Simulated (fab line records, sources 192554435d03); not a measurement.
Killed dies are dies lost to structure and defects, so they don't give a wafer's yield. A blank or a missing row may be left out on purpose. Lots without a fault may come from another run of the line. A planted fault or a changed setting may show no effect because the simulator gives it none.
A struck lot beside a sound one | flow n5_finfet | 15 steps out of a route of 1938
Sound: wafers L120.4, L120.5, L120.6. Struck: wafers L126.2, L126.4. The cause comes at the end.
At each step with rows: each side's tool, then ch and its chambers, then its first start. Under that, the readings that differ: sound wafers | struck wafers | difference of the means | sigmas: that difference in standard deviations of wafers without a fault.
alike: readings whose means differ by less than 2 such deviations, and words and numbers that are the same on both sides. not compared: withheld readings, readings that some wafer has no value for, bounds like >300 that may hide the same value, and numbers for which the record gives no deviation and whose values overlap.
The two part at a step that has a row with sigmas, a row that says differs or no value, or rows on one side only. Numbers that don't overlap but have no deviation are shown without sigmas and don't part them. A reading that every wafer of one side lacks parts them only if that side has two wafers or more.

N5_BEOL_M8_HM_DEP_02: deposits TiN, target thk 20 nm.
  sound on pvd_sputter-03, day 10 20:13; struck on pvd_sputter-02, day 13 01:43
  alike: throttle_valve_pct
then, 8 steps without rows for these wafers: N5_BEOL_M8_COAT_59 (time 60 s, resist thk 100 nm); N5_BEOL_M8_COAT_60 (time 60 s, resist thk 35 nm); N5_BEOL_M8_COAT_05 (resist thk 90 nm); N5_BEOL_M8_EBR_07; N5_BEOL_M8_SOFTBAKE_06 (time 60 s); N5_BEOL_M8_EXPOSE_08 (exposes mask M8); N5_BEOL_M8_PEB_09 (peb time 60 s); N5_BEOL_M8_DEVELOP_10 (develop time 30 s).
N5_BEOL_M8_CD_MEAS_11: target cd 38.5 nm.
  sound on cd_sem-01 ch 0, day 10 20:35; struck on cd_sem-03 ch 0, day 13 02:13
  alike: cd_nm
N5_BEOL_M8_OVL_MEAS_12:
  sound on overlay-02 ch 0, day 10 20:37; struck on overlay-02 ch 0, day 13 02:15
  alike: M8_OVL
N5_BEOL_M8_INSPECT_13: inspects for defects (brightfield).
  sound on defect_inspect-01, day 10 20:38; struck on defect_inspect-01, day 13 02:16
  reading          | sound       | struck  | difference | sigmas
  raw_defect_count | 386 436 353 | 615 705 | +268       | +3
N5_BEOL_M8_DESCUM_16: chemistry O2, time 7.9 s.
  sound on rie_diel-06 ch 0,2,3, day 10 21:08; struck on rie_diel-02 ch 1,2, day 13 02:19
  reading                                      | sound          | struck    | difference                   | sigmas
  rf_hours_counter_h (h)                       | - - -          | 7 223     | no value on the sound wafers |
  model.CAR-ArF_of_BEOL_M8_COAT_05.thk_nm (nm) | 83.6 83.6 83.4 | 84.2 84.2 | +0.7                         |
  alike: bias_power_w, drypump_motor_current_A, oes_product_au, rf_vpp_V, showerhead_plenum_p_Torr, throttle_valve_pct
N5_BEOL_M8_ETCH_61: etches SiARC in CF4, target depth 45.5 nm, time 75.8 s.
  sound on rie_diel-06 ch 0,2,3, day 10 21:11; struck on rie_diel-02 ch 1,2, day 13 02:20
  reading                                      | sound    | struck    | difference                   | sigmas
  rf_hours_counter_h (h)                       | - - -    | 7 223     | no value on the sound wafers |
  model.CAR-ArF_of_BEOL_M8_COAT_05.thk_nm (nm) | 51 51 51 | 51.6 51.6 | +0.6                         |
  alike: bias_w, drypump_motor_current_A, etch_rf_on_time_s, oes_product_au, rf_vpp_V, showerhead_plenum_p_Torr, throttle_valve_pct
N5_BEOL_M8_ETCH_62: etches SOC in N2/H2, target depth 110 nm, overetch 22 nm, time 165 s.
  sound on rie_diel-06 ch 0,2,3, day 10 21:17; struck on rie_diel-02 ch 1,2, day 13 02:24
  reading                | sound | struck | difference                   | sigmas
  rf_hours_counter_h (h) | - - - | 7 223  | no value on the sound wafers |
  alike: bias_w, drypump_motor_current_A, oes_product_au, rf_vpp_V, showerhead_plenum_p_Torr, throttle_valve_pct

WHERE THEY PART
First at N5_BEOL_M8_INSPECT_13; last, within this record, at N5_BEOL_M8_ETCH_62.

WHY: what the simulator had put in
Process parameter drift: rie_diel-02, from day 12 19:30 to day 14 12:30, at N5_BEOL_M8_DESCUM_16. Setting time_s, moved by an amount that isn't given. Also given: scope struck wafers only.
